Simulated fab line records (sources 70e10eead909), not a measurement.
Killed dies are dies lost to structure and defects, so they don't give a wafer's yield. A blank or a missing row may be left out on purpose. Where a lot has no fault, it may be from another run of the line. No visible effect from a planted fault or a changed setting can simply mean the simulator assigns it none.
fab line records	flow nand-harc
[record] lots = 6	wafers = 18	last-day = 33
route steps=1302 shown A_M0@1146
lots untouched by any fault: they come from a run of this same line in which no faults occurred
start-h: hours from the record's first day to the start of the lot's first wafer shown	wait-h: hours since the lot's step before	" repeats the value in the row above	L1.1+2: a single row standing in for several wafers	- no value present, or no start provided	* or withheld: withheld	< > ~ a bound
route shown NAME@n: NAME is a module with steps in the file, n the number in the route of the first one	usual: mean/standard deviation of fault-free wafers	same: alike in all rows	chamber/n: place in a boat	sites: the reading at each site	_std_site: standard deviation across them	_edge_site: the outer-site mean with the inner-site mean subtracted	radius-mm: for every site, how far away it sits from the centre of the wafer	mask NAME#n: copy n	behind: the last tool/chamber to shape the wafer	hold: why the lot went on hold/how many hours it stayed there/how the hold came to an end	device: whichever transistor did not switch (one of n, p or np)	end of line: at the end of the route, the tests of the same wafers	for a step that has no rows: nothing shown but its recipe	killed: dies that structure and defects cost at the first sort, which is not the same as the wafer's yield	map: a wafer's dies, marking killed ones x, the rest . and places with no die _
set.NAME: the setting that was run; set.NAME@STEP: the one run at that earlier step	model.NAME: the simulator's own value behind a step, which no gauge read
a table for each step, a row for each wafer; lots at some steps of the route
services: from which hour (start-h, from the record's first day; less than 0 if before it) a tool's chamber was out of use, for how many hours, and why
[[steps]]
[step NHARC_A_M0_DEVELOP_08]
[recipe] develop-time-s = 35	dev-temp-c = 23
[step NHARC_A_M0_CD_MEAS_09]
[recipe] target-cd-nm = 80	landing-energy-ev = 500
[usual] cd-nm = 79.9/0.69
lot.wafer	tool	chamber	start-h	wait-h	cd-nm
L699.3	cd-sem-03	0	563.16	-	80.2
L699.4	"	0	"	"	81.5
L699.6	"	0	"	"	80.1
L704.1	cd-sem-01	0	616.09	-	78.7
L704.2	"	0	"	"	79.0
L704.4	"	0	"	"	78.7
L711.1	cd-sem-02	0	701.76	-	80.8
L711.4	"	0	"	"	80.2
L711.5	"	0	"	"	79.5
L713.1	cd-sem-02	0	705.46	-	80.8
L713.4	"	0	"	"	80.9
L713.6	"	0	"	"	79.9
L716.2	cd-sem-02	0	745.71	-	79.5
L716.5	"	0	"	"	81.1
L716.6	"	0	"	"	78.8
L717.1	cd-sem-02	0	755.82	-	80.1
L717.3	"	0	"	"	79.7
L717.6	"	0	"	"	80.5
[step NHARC_A_M0_OVL_MEAS_10]
[recipe] pitch-nm = 160
[usual] overlay-x-nm = -0.1/0.93	overlay-y-nm = -0.1/1
lot.wafer	tool	chamber	start-h	wait-h	overlay-x-nm	overlay-y-nm
L699.3	overlay-02	-	563.25	-	-1.0	1.1
L699.4	"	-	"	"	-1.6	0.9
L699.6	"	-	"	"	-1.9	0.7
L704.1	overlay-02	-	616.18	-	1.2	-1.1
L704.2	"	-	"	"	0.7	-1.5
L704.4	"	-	"	"	1.2	-1.5
L711.1	overlay-01	-	701.85	-	0.7	-1.3
L711.4	"	-	"	"	1.3	-0.4
L711.5	"	-	"	"	0.8	-0.3
L713.1	overlay-02	-	705.54	-	1.1	1.9
L713.4	"	-	"	"	0.6	2.1
L713.6	"	-	"	"	0.5	1.4
L716.2	overlay-01	-	745.80	-	0.5	-0.9
L716.5	"	-	"	"	0.0	-0.6
L716.6	"	-	"	"	0.3	-1.1
L717.1	overlay-02	-	755.91	-	-0.5	0.0
L717.3	"	-	"	"	0.3	0.2
L717.6	"	-	"	"	-0.3	-0.1
[step NHARC_A_M0_INSPECT_11]
[usual] raw-defect-count = 81/37
lot.wafer	tool	chamber	start-h	wait-h	raw-defect-count
L699.3	defect-inspect-01	-	563.29	0.0	125
L699.4	"	-	"	"	140
L699.6	"	-	"	"	136
L704.1	defect-inspect-01	-	616.22	0.0	67
L704.2	"	-	"	"	62
L704.4	"	-	"	"	72
L711.1	defect-inspect-02	-	701.89	0.0	119
L711.4	"	-	"	"	111
L711.5	"	-	"	"	94
L713.1	defect-inspect-01	-	705.58	0.0	32
L713.4	"	-	"	"	33
L713.6	"	-	"	"	34
L716.2	defect-inspect-02	-	745.84	0.0	121
L716.5	"	-	"	"	94
L716.6	"	-	"	"	107
L717.1	defect-inspect-01	-	755.96	0.1	88
L717.3	"	-	"	"	102
L717.6	"	-	"	"	82
[step NHARC_A_M0_DESCUM_14]
[recipe] time-s = 3	o2-flow-sccm = 200	ar-flow-sccm = 0	bias-power-w = 0	chemistry = O2
[usual] drypump-motor-current-A = 5.7/0.49	oes-product-au = 1.001/0.0086	rf-vpp-V = 57.8/0.95	showerhead-plenum-p-Torr = 1.91/0.078	throttle-valve-pct = 11.311/0.0083
lot.wafer	tool	chamber	start-h	wait-h	drypump-motor-current-A	oes-product-au	rf-hours-counter-h	rf-vpp-V	showerhead-plenum-p-Torr	throttle-valve-pct
L699.3	rie-diel-02	2	563.35	0.1	5.4	1.000	8.5	58.1	1.86	11.309
L699.4	"	3	"	"	5.7	1.014	8.2	57.3	1.89	11.299
L699.6	"	1	"	"	5.7	0.987	-	57.9	1.88	11.316
L704.4	rie-diel-02	1	616.29	0.1	5.7	0.986	2.2	58.0	1.88	11.308
L704.1	"	2	"	"	5.4	1.007	2.0	57.2	1.86	11.302
L704.2	"	3	"	"	5.7	1.006	1.9	58.6	1.89	11.312
L711.4	rie-diel-09	0	701.97	0.1	5.1	1.002	0.5	59.5	1.83	11.312
L711.1	"	1	"	"	5.1	1.006	0.5	58.5	2.04	11.319
L711.5	"	2	"	"	6.4	1.001	-	58.6	2.00	11.313
L713.1	rie-diel-01	0	705.65	0.1	5.5	1.013	7.2	56.3	1.80	11.322
L713.4	"	2	"	"	5.4	0.996	7.3	57.0	1.89	11.311
L713.6	"	0	"	"	5.5	1.010	-	57.4	1.80	11.305
L716.2	rie-diel-02	0	745.92	0.1	5.5	1.006	8.5	57.2	1.78	11.315
L716.6	"	1	"	"	5.7	0.989	-	57.7	1.88	11.319
L716.5	"	2	"	"	5.4	1.002	-	56.5	1.86	11.314
L717.3	rie-diel-09	2	756.04	0.1	6.4	1.018	3.3	58.7	2.00	11.304
L717.1	"	3	"	"	5.7	1.003	3.4	59.4	1.92	11.302
L717.6	"	0	"	"	5.1	0.998	-	58.4	1.83	11.312
[step NHARC_A_M0_ETCH_34]
[recipe] target-depth-a = 400	overetch-a = 120	time-s = 43.94	ion-energy-ev = 200	n2-flow-sccm = 150	h2-flow-sccm = 150	ar-flow-sccm = 0	rf-w = 400	bias-w = 150	chemistry = N2/H2
[usual] drypump-motor-current-A = 5.7/0.49	oes-product-au = 1.001/0.0084	rf-vpp-V = 430.4/2.3	showerhead-plenum-p-Torr = 2.03/0.088	throttle-valve-pct = 14.172/0.0085
lot.wafer	tool	chamber	start-h	wait-h	drypump-motor-current-A	oes-product-au	rf-hours-counter-h	rf-vpp-V	showerhead-plenum-p-Torr	throttle-valve-pct
L699.3	rie-diel-02	1	563.43	0.1	5.7	1.002	8.4	430.3	2.00	14.159
L699.4	"	3	"	"	5.7	1.015	8.3	430.1	2.01	14.158
L699.6	"	2	"	"	5.4	1.006	-	429.0	1.98	14.170
L704.4	rie-diel-02	1	616.36	0.1	5.7	0.999	2.2	431.1	2.00	14.177
L704.2	"	3	"	"	5.7	1.002	1.9	431.5	2.01	14.163
L704.1	"	0	"	"	5.5	1.009	2.1	428.3	1.90	14.180
L711.1	rie-diel-09	1	702.04	0.1	5.1	1.001	0.5	433.8	2.18	14.174
L711.4	"	2	"	"	6.4	1.005	0.5	432.8	2.13	14.181
L711.5	"	1	"	"	5.1	1.001	-	434.0	2.18	14.165
L713.1	rie-diel-01	1	705.74	0.1	6.5	1.005	7.0	432.4	2.09	14.152
L713.4	"	2	"	"	5.4	0.994	7.3	429.2	2.02	14.164
L713.6	"	0	"	"	5.5	1.017	-	427.9	1.92	14.173
L716.2	rie-diel-02	0	745.98	0.1	5.5	1.010	8.5	425.6	1.90	14.173
L716.6	"	0	"	"	5.5	1.004	-	427.4	1.89	14.158
L716.5	"	1	"	"	5.7	0.997	-	429.6	2.00	14.188
L717.1	rie-diel-09	0	756.11	0.1	5.1	0.992	4.1	428.5	1.95	14.160
L717.3	"	3	"	"	5.7	1.003	3.4	431.2	2.05	14.177
L717.6	"	0	"	"	5.1	0.996	-	427.7	1.95	14.177
[step NHARC_A_M0_ETCH_15]
[recipe] target-depth-a = 1500	overetch-a = 150	time-s = 82.5	c4f8-flow-sccm = withheld	ar-flow-sccm = 400	rf-w = 600	bias-w = 300	chemistry = C4F8/Ar
[usual] oes-product-au = 0.952/0.023	rf-vpp-V = 440.5/2.5
lot.wafer	tool	chamber	start-h	wait-h	oes-product-au	rf-hours-counter-h	rf-vpp-V
L699.3	rie-diel-02	1	-	-	0.917	8.5	438.6
L699.4	"	0	"	"	0.922	8.5	437.0
L699.6	"	1	"	"	0.929	-	440.2
L704.4	rie-diel-02	2	-	-	0.976	2.0	438.0
L704.1	"	3	"	"	0.977	1.9	440.0
L704.2	"	1	"	"	0.957	2.2	439.5
L711.1	rie-diel-09	3	-	-	0.970	0.4	440.9
L711.4	"	1	"	"	0.975	0.5	444.7
L711.5	"	3	"	"	0.972	-	439.9
L713.4	rie-diel-01	2	-	-	0.916	7.3	440.7
L713.1	"	0	"	"	0.937	7.2	436.3
L713.6	"	3	"	"	0.923	-	442.1
L716.2	rie-diel-02	2	-	-	0.937	8.6	438.7
L716.5	"	3	"	"	0.927	-	440.0
L716.6	"	0	"	"	0.932	-	438.0
L717.1	rie-diel-09	0	-	-	0.922	4.1	439.2
L717.3	"	2	"	"	0.932	3.3	443.3
L717.6	"	0	"	"	0.926	-	438.1
[step NHARC_A_M0_CD_MEAS_16]
[usual] cd-nm = 79.8/0.8
lot.wafer	tool	chamber	start-h	wait-h	cd-nm
L699.3	cd-sem-03	-	563.65	-	79.4
L699.4	"	-	"	"	81.1
L699.6	"	-	"	"	79.6
L704.1	cd-sem-03	-	616.58	-	78.4
L704.2	"	-	"	"	79.9
L704.4	"	-	"	"	78.5
L711.1	cd-sem-03	-	702.26	-	81.5
L711.4	"	-	"	"	79.8
L711.5	"	-	"	"	79.9
L713.1	cd-sem-03	-	705.94	-	79.8
L713.4	"	-	"	"	79.2
L713.6	"	-	"	"	79.8
L716.2	cd-sem-03	-	746.20	-	79.6
L716.5	"	-	"	"	79.9
L716.6	"	-	"	"	78.2
L717.1	cd-sem-02	-	756.32	-	80.0
L717.3	"	-	"	"	79.6
L717.6	"	-	"	"	80.6
[step NHARC_A_M0_STRIP_18]
[recipe] power-w = 1000	n2-flow-sccm = 150	h2-flow-sccm = 150	ar-flow-sccm = 0	bias-w = 0	chemistry = N2/H2
[step NHARC_A_M0_STRIP_19]
[recipe] time-s = 600	temp-c = 30	chemistry = post-etch-residue-remover
[step NHARC_A_M0_DEGAS_28]
[recipe] temp-c = 250	time-s = 60
[usual] heater-power-w = 338/36
lot.wafer	tool	chamber	start-h	wait-h	heater-power-w
L699.4	pvd-sputter-02	-	564.28	-	314
L699.3	"	-	"	"	331
L699.6	"	-	"	"	287
L704.1	pvd-sputter-01	-	617.20	-	370
L704.2	"	-	"	"	377
L704.4	"	-	"	"	359
L711.4	pvd-sputter-02	-	702.88	-	304
L711.1	"	-	"	"	334
L711.5	"	-	"	"	297
L713.4	pvd-sputter-03	-	706.57	-	343
L713.1	"	-	"	"	298
L713.6	"	-	"	"	302
L716.2	pvd-sputter-01	-	746.82	-	370
L716.5	"	-	"	"	357
L716.6	"	-	"	"	385
L717.1	pvd-sputter-02	-	756.99	-	296
L717.3	"	-	"	"	330
L717.6	"	-	"	"	296
[step NHARC_A_M0_PRE_CLEAN_29]
[recipe] time-s = 30	temp-c = 280	gas = H2/He
[step NHARC_A_M0_PVD_20]
[recipe] target-thk-a = 50	bias-v = 168.6	power-w = 15000	chamber-pressure-pa = 0.12	time-s = 8.06	substrate-temp-c = 50	material = TaN
[usual] bias-v = 168.5/1.8	cathode-dc-power-W = 15000/2.6	throttle-valve-pct = 30.4/0.89
lot.wafer	tool	chamber	start-h	wait-h	bias-v	cathode-dc-power-W	throttle-valve-pct
L699.4	pvd-sputter-02	-	564.39	-	170.6	14999	30.7
L699.3	"	-	"	"	166.9	15001	30.8
L699.6	"	-	"	"	169.3	14997	30.6
L704.4	pvd-sputter-01	-	617.32	-	167.3	15002	31.1
L704.2	"	-	"	"	169.9	15001	30.0
L704.1	"	-	"	"	169.5	15005	28.6
L711.4	pvd-sputter-02	-	702.99	-	-	-	-
L711.1	"	-	"	"	-	-	-
L711.5	"	-	"	"	-	-	-
L713.4	pvd-sputter-03	-	706.70	-	-	-	-
L713.1	"	-	"	"	-	-	-
L713.6	"	-	"	"	-	-	-
L716.2	pvd-sputter-01	-	746.94	-	167.9	14997	30.3
L716.5	"	-	"	"	169.5	15005	31.5
L716.6	"	-	"	"	168.8	14997	29.8
L717.1	pvd-sputter-02	-	757.11	-	166.2	15001	31.0
L717.3	"	-	"	"	170.9	15000	31.1
L717.6	"	-	"	"	168.4	15001	30.9
[step NHARC_A_M0_PVD_21]
[recipe] target-thk-a = 300	chamber-pressure-pa = 5	power-w = 5000	substrate-temp-c = 30	time-s = 20.49	material = Cu
[usual] cathode-dc-power-W = 4999.9/0.98	chamber-pressure-pa = 5.001/0.009	throttle-valve-pct = 30.4/0.91
lot.wafer	tool	chamber	start-h	wait-h	cathode-dc-power-W	chamber-pressure-pa	throttle-valve-pct
L699.4	pvd-sputter-02	-	-	-	4998.7	4.985	30.7
L699.3	"	-	"	"	5001.7	5.012	30.8
L699.6	"	-	"	"	4999.3	4.989	30.6
L704.2	pvd-sputter-01	-	-	-	4999.7	4.998	32.2
L704.1	"	-	"	"	4999.6	4.994	31.1
L704.4	"	-	"	"	4999.5	5.000	30.1
L711.4	pvd-sputter-02	-	-	-	5001.3	4.994	30.6
L711.1	"	-	"	"	4999.5	5.002	30.2
L711.5	"	-	"	"	5000.1	5.002	30.9
L713.1	pvd-sputter-03	-	-	-	4996.8	5.010	29.8
L713.4	"	-	"	"	5000.3	4.996	28.2
L713.6	"	-	"	"	5000.8	5.021	30.6
L716.2	pvd-sputter-01	-	-	-	4999.9	5.004	28.8
L716.5	"	-	"	"	5000.2	4.996	31.9
L716.6	"	-	"	"	5001.1	5.014	30.9
L717.3	pvd-sputter-02	-	-	-	5000.6	5.000	30.1
L717.1	"	-	"	"	5000.8	4.995	30.9
L717.6	"	-	"	"	5001.2	4.995	30.2
[[services]]
tool	chamber	start-h	hours	kind
rie-diel-01	-	549.16	0.6	repair
rie-diel-02	0	549.84	-	clean
rie-diel-02	1	549.84	-	clean
rie-diel-01	2	554.53	4.5	repair
rie-diel-01	-	557.77	1.1	repair
rie-diel-01	-	558.91	9.0	pm
rie-diel-02	-	570.82	9.0	pm
pvd-sputter-01	-	582.00	10.0	pm
rie-diel-09	2	591.37	5.3	repair
pvd-sputter-01	-	606.46	3.1	repair
rie-diel-09	-	618.62	2.3	repair
rie-diel-09	1	621.20	2.4	repair
pvd-sputter-02	-	638.02	10.0	pm
pvd-sputter-02	-	658.04	2.0	repair
rie-diel-09	3	665.27	23.8	repair
pvd-sputter-01	-	667.06	2.0	repair
rie-diel-09	0	670.93	4.0	repair
rie-diel-09	-	674.17	9.0	pm
rie-diel-01	1	676.37	4.0	repair
rie-diel-02	2	693.26	1.9	repair
pvd-sputter-02	-	695.14	5.3	repair
pvd-sputter-03	-	709.37	10.0	pm
rie-diel-01	-	735.91	9.0	pm
rie-diel-02	-	747.82	9.0	pm
[[key]]
[first-sign] step = NHARC_A_M0_PVD_20	reading = tool-record	direction = missing
effect none on later readings
met-at NHARC_A_M0_PVD_20
struck-wafers L711.1,L711.4,L711.5,L713.1,L713.4,L713.6
later-rows-left-out L711.1,L711.4,L711.5,L713.1,L713.4,L713.6
sort-left-out L711.1,L711.4,L711.5,L713.1,L713.4,L713.6
onset-between 564.39 702.99
[fault] kind = skipped-step-whole	tool = pvd-sputter-02,pvd-sputter-03	chamber = -	onset-h = 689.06	steps = NHARC_A_M0_PVD_20	scope = struck-lots-only
// sort-left-out: the simulated sort isn't trusted on such a fault, so these wafers' sort isn't shown, and their yield isn't known
// later-rows-left-out: the simulator's readings of these wafers behind a module that went badly wrong aren't trusted and aren't shown, but for the sort
